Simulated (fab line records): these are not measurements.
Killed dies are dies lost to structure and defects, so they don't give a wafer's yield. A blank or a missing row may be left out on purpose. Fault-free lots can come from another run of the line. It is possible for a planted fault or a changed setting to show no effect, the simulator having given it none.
What tool caused it? -- flow nandHarc -- 36 wafers from 12 lots sampled at 5 of the route's 1302 steps

## WHAT EACH GAUGE READ, for each wafer
NHARC_END_SORT_01. Usual: for defectLimitedYield, 90.7 % with a standard deviation of 2.6; for killedAtArray, 59 with a standard deviation of 17; for killedAtOther, 0.7 with a standard deviation of 0.9; for killedAtPeriphery, 3.6 with a standard deviation of 2.3; for killedDies, 63 with a standard deviation of 18; for killedOpen, 3.4 with a standard deviation of 1.9; for killedShort, 2.6 with a standard deviation of 1.7.
lot,measured,on,defectLimitedYield (%),killedAtArray,killedAtOther,killedAtPeriphery,killedDies,killedOpen,killedShort,flag
L642,day 32 08:13,prober-01,92.6 84.9 79.6,47 100 134,1 0 2,2 2 2,50 102 138,3 2 6,3 1 5,

## WHAT TOOL EACH LOT RAN ON (gives the tool, then ch and the chambers of the sampled wafers, and finally the start)
lot,NHARC_A_BONDPAD_ETCH_24,NHARC_THIN_TSV_ETCHBACK_48,NHARC_THIN_TSV_PVD_51,NHARC_THIN_TSV_CMP_21
L624,"rieDiel-07 ch 2,3, day 23 12:18","rieDiel-02 ch 0,2, day 24 07:32","pvdSputter-02, day 24 09:34 or earlier","cmp-02 ch 0,2,3, day 24 09:34"
L625,"rieDiel-07 ch 0,1,2, day 23 13:16","rieDiel-10 ch 1,2, day 24 05:43","pvdSputter-02, day 24 07:48 or earlier","cmp-04 ch 0,1,3, day 24 07:48"
L626,"rieDiel-12 ch 1,2,3, day 24 02:54","rieDiel-10 ch 0,3, day 24 20:11","pvdSputter-03, day 24 22:28 or earlier","cmp-01 ch 0,2,3, day 24 22:28"
L627,"rieDiel-12 ch 0,2,3, day 24 06:05","rieDiel-10 ch 0,2,3, day 24 21:40","pvdSputter-01, day 24 23:38 or earlier","cmp-02 ch 0,3, day 24 23:38"
L629,"rieDiel-07 ch 1,2, day 24 14:14","rieDiel-10 ch 0,1,2, day 25 08:32","pvdSputter-03, day 25 10:38 or earlier","cmp-01 ch 0,2,3, day 25 10:38"
L630,"rieDiel-07 ch 1,2, day 26 03:22","rieDiel-10 ch 0,1,3, day 26 21:12","pvdSputter-01, day 26 23:35 or earlier","cmp-01 ch 0,1, day 26 23:35"
L633,"rieDiel-07 ch 0,1,3, day 26 20:16","rieDiel-10 ch 0,1,3, day 27 13:14","pvdSputter-03, day 27 15:17 or earlier","cmp-01 ch 0,1,3, day 27 15:17"
L634,"rieDiel-12 ch 0,1,3, day 28 06:50","rieDiel-10 ch 1,2,3, day 28 23:53","pvdSputter-01, day 29 01:56 or earlier","cmp-02 ch 0,1, day 29 01:56"
L642,"rieDiel-12 ch 1,3, day 30 14:13","rieDiel-10 ch 1,2,3, day 31 09:15","pvdSputter-03, day 31 11:19 or earlier","cmp-01 ch 2,3, day 31 11:19"
L643,"rieDiel-07 ch 0,2,3, day 30 20:47","rieDiel-05 ch 0,2,3, day 31 13:51","pvdSputter-02, day 31 15:56 or earlier","cmp-02 ch 0,1,2, day 31 15:56"
L644,"rieDiel-07 ch 1,2, day 31 16:21","rieDiel-02 ch 1,2,3, day 33 03:32","pvdSputter-02, day 33 06:09 or earlier","cmp-04 ch 1,2,3, day 33 06:09"
L647,"rieDiel-06 ch 0,1,3, day 32 20:37","rieDiel-02 ch 0,1, day 33 12:10","pvdSputter-01, day 33 14:17 or earlier","cmp-02 ch 0,2,3, day 33 14:17"
- NHARC_A_BONDPAD_ETCH_24: etches the open film in CF4/N2, target depth 30 nm, time 72.99 s.
- NHARC_THIN_TSV_ETCHBACK_48: etches the open film in C4F8/Ar, target depth 1028.5 nm, time 405.17 s.
- NHARC_THIN_TSV_PVD_51: deposits Cu, target thk 100 nm.
- NHARC_THIN_TSV_CMP_21: polishes, t overpolish 30 s, target thk 2000 nm.

## AS READ BY THE TOOLS THEMSELVES (means over the sampled wafers that have a number; for cases with no such wafer, the mark the record gives instead)
NHARC_A_BONDPAD_ETCH_24. Usual: for biasW, 100.0 W with a standard deviation of 0.3; for drypumpMotorCurrentA, 5.8 A with a standard deviation of 0.44; for mfcArSccm, 150.0 sccm with a standard deviation of 0.46; for oesProductAu, 0.998 a.u. with a standard deviation of 0.0067; for rfVppV, 313.8 V with a standard deviation of 1.5; for showerheadPlenumPTorr, 2.60 Torr with a standard deviation of 0.073; for throttleValvePct, 19.793 % with a standard deviation of 0.0087.
lot,tool,biasW (W),drypumpMotorCurrentA (A),mfcArSccm (sccm),oesProductAu (a.u.),rfVppV (V),showerheadPlenumPTorr (Torr),throttleValvePct (%),flag
L624,rieDiel-07,100.0,6.0,150.0,0.997,313.9,2.61,19.791,
L625,rieDiel-07,100.3,5.8,150.2,0.990,314.5,2.67,19.798,
L626,rieDiel-12,100.0,5.8,149.4,0.994,313.6,2.58,19.787,
L627,rieDiel-12,99.9,5.7,149.9,1.002,312.7,2.57,19.789,
L629,rieDiel-07,99.8,5.8,149.8,1.001,315.4,2.65,19.790,
L630,rieDiel-07,100.1,5.7,150.1,0.993,315.1,2.63,19.797,
L633,rieDiel-07,100.2,6.0,150.0,0.997,313.8,2.61,19.780,
L634,rieDiel-12,100.1,5.9,150.0,0.998,313.3,2.59,19.798,
L642,rieDiel-12,99.7,6.0,150.0,0.995,313.5,2.59,19.797,
L643,rieDiel-07,99.8,6.1,150.3,0.994,315.5,2.63,19.794,
L644,rieDiel-07,99.9,5.7,150.4,0.997,313.5,2.63,19.795,
L647,rieDiel-06,100.1,5.8,150.0,1.000,313.3,2.56,19.792,

NHARC_THIN_TSV_ETCHBACK_48. Usual: biasW 299.9 W, standard deviation 0.84; oesProductAu 0.938 a.u., standard deviation 0.024; rfVppV 547.3 V, standard deviation 2.9.
lot,tool,biasW (W),oesProductAu (a.u.),rfVppV (V),flag
L624,rieDiel-02,300.1,0.923,548.6,
L625,rieDiel-10,299.8,0.917,543.7,
L626,rieDiel-10,300.0,0.918,546.3,
L627,rieDiel-10,299.9,0.920,545.0,
L629,rieDiel-10,300.3,0.919,544.4,
L630,rieDiel-10,299.9,0.961,546.6,
L633,rieDiel-10,300.0,0.949,546.5,
L634,rieDiel-10,299.9,0.921,545.6,
L642,rieDiel-10,299.8,0.919,544.9,
L643,rieDiel-05,299.3,0.926,549.4,
L644,rieDiel-02,300.3,0.963,550.8,
L647,rieDiel-02,299.9,0.954,550.3,

NHARC_THIN_TSV_PVD_51. Usual: throttleValvePct 29.6 %, standard deviation 1.1.
lot,tool,throttleValvePct (%),flag
L624,pvdSputter-02,28.5,
L625,pvdSputter-02,29.5,
L626,pvdSputter-03,28.5,
L627,pvdSputter-01,29.9,
L629,pvdSputter-03,30.1,
L630,pvdSputter-01,29.5,
L633,pvdSputter-03,29.0,
L634,pvdSputter-01,30.1,
L642,pvdSputter-03,29.9,
L643,pvdSputter-02,29.4,
L644,pvdSputter-02,29.3,
L647,pvdSputter-01,30.1,

NHARC_THIN_TSV_CMP_21. Usual: motorCurrentA 11.9 A, standard deviation 1.4; overpolishRunS 30.000 s, standard deviation 0.0092.
lot,tool,motorCurrentA (A),overpolishRunS (s),flag
L624,cmp-02,12.2,29.995,
L625,cmp-04,12.5,29.994,
L626,cmp-01,10.9,29.997,
L627,cmp-02,13.3,30.003,
L629,cmp-01,10.7,30.006,
L630,cmp-01,10.3,30.006,
L633,cmp-01,10.2,29.997,
L634,cmp-02,12.7,29.996,
L642,cmp-01,11.2,29.986,
L643,cmp-02,11.9,29.999,
L644,cmp-04,13.2,29.999,
L647,cmp-02,11.9,30.001,

## THE ANSWER, worked out from the rows above alone
Rule: a lot counts as off when the mean over its wafers that have a number is more than 3 standard deviations away from the usual mean. A lot without any number at a reading at which 4 lots or more have one is off too. Where the step has rows for the other lots, those lots are counted as sound. Order of review: gauges by route order, followed by the tools' own readings, for which a lot's mean as printed above is used. At the first step where some lot is off, the reading lying furthest off is the one used; lots without a number count as furthest.
No lot is off at any reading shown: from this, nothing can be told.

## WHAT HAD BEEN PUT IN BY THE SIMULATOR
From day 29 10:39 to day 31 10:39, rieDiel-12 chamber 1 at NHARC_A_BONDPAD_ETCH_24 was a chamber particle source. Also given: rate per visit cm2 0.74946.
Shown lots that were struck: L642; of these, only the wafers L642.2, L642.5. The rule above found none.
